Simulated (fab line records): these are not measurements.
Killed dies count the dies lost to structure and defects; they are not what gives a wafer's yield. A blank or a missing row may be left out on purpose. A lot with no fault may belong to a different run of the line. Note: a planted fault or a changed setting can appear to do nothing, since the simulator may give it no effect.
Matching of chambers :: flow n5-finfet :: N5_FIN_CUT_ETCH_21 on rie-diel-02: 4 sister chambers
The step etches SOC in N2/H2, target depth 219 nm, overetch 43.8 nm, time 523.5 s. 20 wafers are shown with their chamber, then 10 later ones without.

## WAFERS, EACH WITH ITS CHAMBER
wafer: L077.1
chamber: 0
drypump-motor-current-A (A): 5.4
showerhead-plenum-p-Torr (Torr): 2.62
throttle-valve-pct (%): 17.77

wafer: L077.5
chamber: 2
drypump-motor-current-A (A): 5.5
showerhead-plenum-p-Torr (Torr): 2.47
throttle-valve-pct (%): 17.56

wafer: L077.6
chamber: 3
drypump-motor-current-A (A): 5.5
showerhead-plenum-p-Torr (Torr): 2.55
throttle-valve-pct (%): 17.85

wafer: L082.1
chamber: 2
drypump-motor-current-A (A): 5.5
showerhead-plenum-p-Torr (Torr): 2.47
throttle-valve-pct (%): 17.54

wafer: L082.4
chamber: 1
drypump-motor-current-A (A): 6.3
showerhead-plenum-p-Torr (Torr): 2.70
throttle-valve-pct (%): 18.08

wafer: L082.5
chamber: 0
drypump-motor-current-A (A): 5.4
showerhead-plenum-p-Torr (Torr): 2.62
throttle-valve-pct (%): 17.78

wafer: L084.1
chamber: 1
drypump-motor-current-A (A): 6.3
showerhead-plenum-p-Torr (Torr): 2.69
throttle-valve-pct (%): 18.09

wafer: L084.4
chamber: 0
drypump-motor-current-A (A): 5.4
showerhead-plenum-p-Torr (Torr): 2.62
throttle-valve-pct (%): 17.80

wafer: L084.5
chamber: 1
drypump-motor-current-A (A): 6.4
showerhead-plenum-p-Torr (Torr): 2.70
throttle-valve-pct (%): 18.09

wafer: L085.1
chamber: 2
drypump-motor-current-A (A): 5.5
showerhead-plenum-p-Torr (Torr): 2.47
throttle-valve-pct (%): 17.56

wafer: L085.4
chamber: 0
drypump-motor-current-A (A): 5.4
showerhead-plenum-p-Torr (Torr): 2.62
throttle-valve-pct (%): 17.79

wafer: L085.6
chamber: 2
drypump-motor-current-A (A): 5.5
showerhead-plenum-p-Torr (Torr): 2.47
throttle-valve-pct (%): 17.56

wafer: L086.1
chamber: 3
drypump-motor-current-A (A): 5.5
showerhead-plenum-p-Torr (Torr): 2.55
throttle-valve-pct (%): 17.87

wafer: L086.4
chamber: 0
drypump-motor-current-A (A): 5.4
showerhead-plenum-p-Torr (Torr): 2.61
throttle-valve-pct (%): 17.78

wafer: L086.5
chamber: 2
drypump-motor-current-A (A): 5.5
showerhead-plenum-p-Torr (Torr): 2.46
throttle-valve-pct (%): 17.56

wafer: L088.1
chamber: 2
drypump-motor-current-A (A): 5.5
showerhead-plenum-p-Torr (Torr): 2.46
throttle-valve-pct (%): 17.59

wafer: L088.2
chamber: 3
drypump-motor-current-A (A): 5.5
showerhead-plenum-p-Torr (Torr): 2.55
throttle-valve-pct (%): 17.88

wafer: L088.6
chamber: 1
drypump-motor-current-A (A): 6.4
showerhead-plenum-p-Torr (Torr): 2.69
throttle-valve-pct (%): 18.11

wafer: L091.1
chamber: 3
drypump-motor-current-A (A): 5.5
showerhead-plenum-p-Torr (Torr): 2.54
throttle-valve-pct (%): 17.89

wafer: L091.4
chamber: 2
drypump-motor-current-A (A): 5.5
showerhead-plenum-p-Torr (Torr): 2.46
throttle-valve-pct (%): 17.58

SIGNATURES (means of the wafers above)
reading: drypump-motor-current-A
chamber 0: 5.400
chamber 1: 6.350
chamber 2: 5.500
chamber 3: 5.500
scatter within a chamber: 0.025

reading: showerhead-plenum-p-Torr
chamber 0: 2.6180
chamber 1: 2.6950
chamber 2: 2.4657
chamber 3: 2.5475
scatter within a chamber: 0.00516

reading: throttle-valve-pct
chamber 0: 17.7840
chamber 1: 18.0925
chamber 2: 17.5643
chamber 3: 17.8725
scatter within a chamber: 0.0147
Rule: for each reading, subtract the chamber's mean from the wafer's reading, divide by that reading's scatter and square the result; add these up over the readings and take the root, which gives the wafer's distance from the chamber. The wafer belongs to the nearest chamber; if the next one is less than 2 further off, it can't be placed. The scatter is the square root of a quotient: the sum, over the shown wafers, of each reading's squared deviation from its chamber's mean, divided by wafers minus chambers.

## WAFERS WITH NO CHAMBER GIVEN
wafer: L091.6
drypump-motor-current-A (A): 5.5
showerhead-plenum-p-Torr (Torr): 2.46
throttle-valve-pct (%): 17.58

wafer: L095.2
drypump-motor-current-A (A): 5.5
showerhead-plenum-p-Torr (Torr): 2.54
throttle-valve-pct (%): 17.92

wafer: L095.3
drypump-motor-current-A (A): 5.5
showerhead-plenum-p-Torr (Torr): 2.46
throttle-valve-pct (%): 17.57

wafer: L095.6
drypump-motor-current-A (A): 5.4
showerhead-plenum-p-Torr (Torr): 2.61
throttle-valve-pct (%): 17.81

wafer: L096.1
drypump-motor-current-A (A): 6.4
showerhead-plenum-p-Torr (Torr): 2.68
throttle-valve-pct (%): 18.14

wafer: L096.2
drypump-motor-current-A (A): 5.5
showerhead-plenum-p-Torr (Torr): 2.46
throttle-valve-pct (%): 17.61

wafer: L096.5
drypump-motor-current-A (A): 5.5
showerhead-plenum-p-Torr (Torr): 2.46
throttle-valve-pct (%): 17.58

wafer: L097.1
drypump-motor-current-A (A): 5.5
showerhead-plenum-p-Torr (Torr): 2.46
throttle-valve-pct (%): 17.60

wafer: L097.4
drypump-motor-current-A (A): 6.3
showerhead-plenum-p-Torr (Torr): 2.68
throttle-valve-pct (%): 18.14

wafer: L097.6
drypump-motor-current-A (A): 6.3
showerhead-plenum-p-Torr (Torr): 2.68
throttle-valve-pct (%): 18.14

## THE CHAMBER EACH PASSED THROUGH
wafer: L091.6
from the rows above: 2
in truth: 2

wafer: L095.2
from the rows above: 3
in truth: 3

wafer: L095.3
from the rows above: 2
in truth: 2

wafer: L095.6
from the rows above: 0
in truth: 0

wafer: L096.1
from the rows above: 1
in truth: 1

wafer: L096.2
from the rows above: 2
in truth: 2

wafer: L096.5
from the rows above: 2
in truth: 2

wafer: L097.1
from the rows above: 2
in truth: 2

wafer: L097.4
from the rows above: 1
in truth: 1

wafer: L097.6
from the rows above: 1
in truth: 1
Placed correctly: 10 of 10. Left unplaced by these rows: 0. Placed wrongly: 0.
